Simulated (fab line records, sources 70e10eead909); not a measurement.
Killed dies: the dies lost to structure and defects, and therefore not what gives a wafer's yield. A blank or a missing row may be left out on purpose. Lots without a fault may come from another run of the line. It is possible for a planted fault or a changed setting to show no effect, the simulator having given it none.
Which tool is to blame? + flow nand harc + 11 lots with 33 wafers sampled at 5 steps, on a route of 1302 steps

== WHAT EACH GAUGE READ, for each wafer ==
NHARC_A_M1_INSPECT_27. Usual: raw defect count 538, standard deviation 120.
| lot  | measured     | on                | raw defect count | flag |
|------|--------------|-------------------|------------------|------|
| L508 | day 23 09:38 | defect inspect-01 | 466 411 395      |      |
| L510 | day 24 00:13 | defect inspect-02 | 427 595 644      |      |
| L512 | day 24 04:48 | defect inspect-01 | 404 356 398      |      |
| L513 | day 24 11:42 | defect inspect-01 | 557 643 479      |      |
| L515 | day 25 18:26 | defect inspect-02 | 533 613 450      |      |
| L516 | day 27 01:40 | defect inspect-01 | 674 627 476      |      |
| L520 | day 28 02:10 | defect inspect-01 | 377 487 391      |      |
| L518 | day 28 04:09 | defect inspect-01 | 607 601 660      |      |
| L521 | day 28 11:59 | defect inspect-01 | 526 527 607      |      |
| L524 | day 30 13:45 | defect inspect-02 | 472 451 499      |      |
| L527 | day 30 17:53 | defect inspect-02 | 546 746 589      |      |

NHARC_END_SORT_01. Usual: defect limited yield is 90.7 % with standard deviation 2.6, killed at array is 59 with standard deviation 17, killed at other is 0.7 with standard deviation 0.9, killed at periphery is 3.6 with standard deviation 2.3, killed dies is 63 with standard deviation 18, killed open is 3.4 with standard deviation 1.9, and killed short is 2.6 with standard deviation 1.7.
| lot  | measured     | on        | defect limited yield (%) | killed at array | killed at other | killed at periphery | killed dies | killed open | killed short | flag |
|------|--------------|-----------|--------------------------|-----------------|-----------------|---------------------|-------------|-------------|--------------|------|
| L520 | day 29 19:17 | prober-01 | 88.8 89.7 91.3           | 71 62 55        | 1 0 0           | 4 8 4               | 76 70 59    | 3 4 2       | 1 5 2        |      |
| L518 | day 29 13:07 | prober-02 | 94.7 94.2 93.1           | 33 39 44        | 0 0 0           | 3 0 3               | 36 39 47    | 0 4 9       | 1 2 2        |      |
| L521 | day 29 20:34 | prober-02 | 89.2 87.1 88.2           | 70 79 71        | 0 1 0           | 3 7 9               | 73 87 80    | 5 5 3       | 2 2 5        |      |
| L524 | day 32 00:22 | prober-01 | 1.0 90.7 92.0            | 663 57 46       | 0 0 0           | 7 6 8               | 670 63 54   | 3 4 4       | 2 4 4        | OFF  |
| L527 | day 32 01:13 | prober-02 | 90.8 91.1 0.3            | 55 51 671       | 0 2 0           | 7 7 4               | 62 60 675   | 1 7 0       | 1 2 1        | OFF  |

== WHAT TOOL EACH LOT RAN ON (gives the tool, then ch and the chambers of the sampled wafers, and finally the start) ==
| lot  | NHARC_A_BONDPAD_ETCH_34            | NHARC_A_BONDPAD_ETCH_12            | NHARC_A_BONDPAD_PVD_27                  |
|------|------------------------------------|------------------------------------|-----------------------------------------|
| L508 | rie diel-07 ch 0,1,3, day 23 11:51 | rie diel-07 ch 0,3, day 23 11:56   | pvd sputter-03, no start                |
| L510 | rie diel-07 ch 0,1,3, day 24 02:26 | rie diel-07 ch 0,2,3, day 24 02:32 | pvd sputter-01, no start                |
| L512 | rie diel-06 ch 0,1, day 24 07:02   | rie diel-06 ch 1,3, day 24 07:08   | pvd sputter-01, no start                |
| L513 | rie diel-12 ch 1,2, day 24 13:47   | rie diel-12 ch 1,3, day 24 13:53   | pvd sputter-02, no start                |
| L515 | rie diel-07 ch 1,2, day 25 20:40   | rie diel-07 ch 0,1,2, day 25 20:46 | pvd sputter-03, no start                |
| L516 | rie diel-07 ch 0,1,2, day 27 03:49 | rie diel-07 ch 0,1,2, day 27 03:56 | pvd sputter-03, no start                |
| L520 | rie diel-06 ch 0,2,3, day 28 04:31 | rie diel-06 ch 0,2,3, day 28 04:37 | pvd sputter-03, day 29 19:17 or earlier |
| L518 | rie diel-12 ch 1,2,3, day 28 06:23 | rie diel-12 ch 0,1,3, day 28 06:29 | pvd sputter-03, day 29 13:07 or earlier |
| L521 | rie diel-12 ch 0,1,3, day 28 14:04 | rie diel-12 ch 0,2,3, day 28 14:10 | pvd sputter-01, day 29 20:34 or earlier |
| L524 | rie diel-06 ch 0,2,3, day 30 16:19 | rie diel-06 ch 0,2,3, day 30 16:25 | pvd sputter-01, day 32 00:22 or earlier |
| L527 | rie diel-06 ch 0,2, day 30 20:17   | rie diel-06 ch 0,2,3, day 30 20:24 | pvd sputter-02, day 32 01:13 or earlier |
- NHARC_A_BONDPAD_ETCH_34: etches the open film in N2/H2, target depth 60 nm, overetch 18 nm, time 65.91 s.
- NHARC_A_BONDPAD_ETCH_12: etches the open film in CHF3/O2, target depth 220 nm, time 110 s.
- NHARC_A_BONDPAD_PVD_27: deposits Cu, target thk 30 nm, time 20.49 s.

== WHAT THE TOOLS THEMSELVES READ (means of the sampled wafers that have a number; where no wafer has one, the mark that the record gives instead) ==
NHARC_A_BONDPAD_ETCH_34. Usual: drypump motor current A is 5.8 A with standard deviation 0.4, oes product au is 1.001 a.u. with standard deviation 0.0066, rf fwd power W is 395.9 W with standard deviation 1.5, rf vpp V is 430.2 V with standard deviation 2.1, run length s is 87.3 s with standard deviation 0.4, showerhead plenum p Torr is 2.03 Torr with standard deviation 0.072, and throttle valve pct is 14.170 % with standard deviation 0.0088.
| lot  | tool        | drypump motor current A (A) | oes product au (a.u.) | rf fwd power W (W) | rf vpp V (V) | run length s (s) | showerhead plenum p Torr (Torr) | throttle valve pct (%) | flag |
|------|-------------|-----------------------------|-----------------------|--------------------|--------------|------------------|---------------------------------|------------------------|------|
| L508 | rie diel-07 | 6.0                         | 1.005                 | 397.1              | 430.0        | 87.1             | 2.03                            | 14.176                 |      |
| L510 | rie diel-07 | 6.0                         | 1.007                 | 396.9              | 431.4        | 87.1             | 2.03                            | 14.176                 |      |
| L512 | rie diel-06 | 5.7                         | 1.010                 | 396.0              | 429.9        | 87.3             | 2.01                            | 14.165                 |      |
| L513 | rie diel-12 | 5.3                         | 1.001                 | 395.0              | 429.3        | 87.5             | 1.99                            | 14.173                 |      |
| L515 | rie diel-07 | 5.7                         | 0.991                 | 395.1              | 432.0        | 87.1             | 2.06                            | 14.176                 |      |
| L516 | rie diel-07 | 5.8                         | 1.003                 | 396.4              | 431.7        | 87.4             | 2.08                            | 14.179                 |      |
| L520 | rie diel-06 | 5.5                         | 1.010                 | 397.2              | 429.1        | 87.8             | 1.98                            | 14.163                 |      |
| L518 | rie diel-12 | 5.8                         | 1.002                 | 394.9              | 429.9        | 87.2             | 1.99                            | 14.168                 |      |
| L521 | rie diel-12 | 5.9                         | 0.993                 | 395.3              | 430.0        | 87.3             | 2.01                            | 14.168                 |      |
| L524 | rie diel-06 | 5.6                         | 0.997                 | 395.4              | 428.4        | 87.5             | 1.97                            | 14.169                 |      |
| L527 | rie diel-06 | 5.5                         | 1.007                 | 395.8              | 428.7        | 87.4             | 1.99                            | 14.174                 |      |

NHARC_A_BONDPAD_ETCH_12. Usual: drypump motor current A is 5.8 A with standard deviation 0.4, oes product au is 0.944 a.u. with standard deviation 0.02, rf fwd power W is 496.9 W with standard deviation 1.6, rf vpp V is 370.1 V with standard deviation 1.8, run length s is 131.4 s with standard deviation 0.36, showerhead plenum p Torr is 2.38 Torr with standard deviation 0.077, and throttle valve pct is 20.572 % with standard deviation 0.0088.
| lot  | tool        | drypump motor current A (A) | oes product au (a.u.) | rf fwd power W (W) | rf vpp V (V) | run length s (s) | showerhead plenum p Torr (Torr) | throttle valve pct (%) | flag |
|------|-------------|-----------------------------|-----------------------|--------------------|--------------|------------------|---------------------------------|------------------------|------|
| L508 | rie diel-07 | 6.3                         | 0.950                 | 496.2              | 369.5        | 131.3            | 2.35                            | 20.567                 |      |
| L510 | rie diel-07 | 6.0                         | 0.928                 | 496.2              | 370.3        | 131.4            | 2.41                            | 20.577                 |      |
| L512 | rie diel-06 | 5.9                         | 0.956                 | 496.3              | 370.4        | 131.8            | 2.34                            | 20.570                 |      |
| L513 | rie diel-12 | 6.0                         | 0.926                 | 495.3              | 370.3        | 131.7            | 2.37                            | 20.568                 |      |
| L515 | rie diel-07 | 5.8                         | 0.956                 | 495.7              | 370.9        | 131.3            | 2.45                            | 20.569                 |      |
| L516 | rie diel-07 | 5.8                         | 0.930                 | 497.8              | 372.0        | 131.2            | 2.45                            | 20.573                 |      |
| L520 | rie diel-06 | 5.6                         | 0.921                 | 497.4              | 369.1        | 131.8            | 2.33                            | 20.566                 |      |
| L518 | rie diel-12 | 5.9                         | 0.968                 | 496.9              | 370.5        | 131.6            | 2.37                            | 20.572                 |      |
| L521 | rie diel-12 | 5.7                         | 0.923                 | 494.9              | 369.7        | 131.5            | 2.35                            | 20.571                 |      |
| L524 | rie diel-06 | 5.6                         | 0.921                 | 498.4              | 368.3        | 126.7            | 2.33                            | 20.575                 | OFF  |
| L527 | rie diel-06 | 5.5                         | 0.960                 | 495.1              | 368.8        | 126.7            | 2.33                            | 20.571                 | OFF  |

NHARC_A_BONDPAD_PVD_27. Usual: throttle valve pct 29.8 %, standard deviation 1.1.
| lot  | tool           | throttle valve pct (%) | flag |
|------|----------------|------------------------|------|
| L508 | pvd sputter-03 | 29.7                   |      |
| L510 | pvd sputter-01 | 29.6                   |      |
| L512 | pvd sputter-01 | 30.1                   |      |
| L513 | pvd sputter-02 | 28.9                   |      |
| L515 | pvd sputter-03 | 30.7                   |      |
| L516 | pvd sputter-03 | 29.8                   |      |
| L520 | pvd sputter-03 | 29.1                   |      |
| L518 | pvd sputter-03 | 30.0                   |      |
| L521 | pvd sputter-01 | 30.7                   |      |
| L524 | pvd sputter-01 | 31.0                   |      |
| L527 | pvd sputter-02 | 28.8                   |      |

== THE ANSWER, worked out from the rows above alone ==
Rule: lot off if the mean of its wafers having a number is beyond 3 standard deviations from the usual mean. Also off: a lot with no number at a reading for which 4 or more lots have one. All remaining lots with rows at the step are treated as sound. After the gauges, taken in route order, come the tools' own readings; for these a lot's mean is taken, as printed above. At the first step where some lot is off, the reading lying furthest off is the one used; lots without a number count as furthest.
Off, at NHARC_END_SORT_01 on killed at array: L524, L527. Neither off nor sound, because the step has no rows for them: L508, L510, L512, L513, L515, L516.
If a tool, at a process step before that reading, ran all the lots that are off and no sound lot after the first of them, it fits. Not tried: the gauges at NHARC_END_SORT_01; whatever is off there is also off at NHARC_A_BONDPAD_ETCH_12, on other tools, and gauge error can't account for it. NHARC_A_BONDPAD_PVD_27: start missing for some lots; hours and lot order therefore follow NHARC_END_SORT_01. One fits: rie diel-06 at NHARC_A_BONDPAD_ETCH_34 and NHARC_A_BONDPAD_ETCH_12. At NHARC_A_BONDPAD_ETCH_34 its last sound lot is L520 (day 28 04:31), its first lot that is off L524 (day 30 16:19): a fault that began between those two fits.

== WHAT THE SIMULATOR HAD INSERTED ==
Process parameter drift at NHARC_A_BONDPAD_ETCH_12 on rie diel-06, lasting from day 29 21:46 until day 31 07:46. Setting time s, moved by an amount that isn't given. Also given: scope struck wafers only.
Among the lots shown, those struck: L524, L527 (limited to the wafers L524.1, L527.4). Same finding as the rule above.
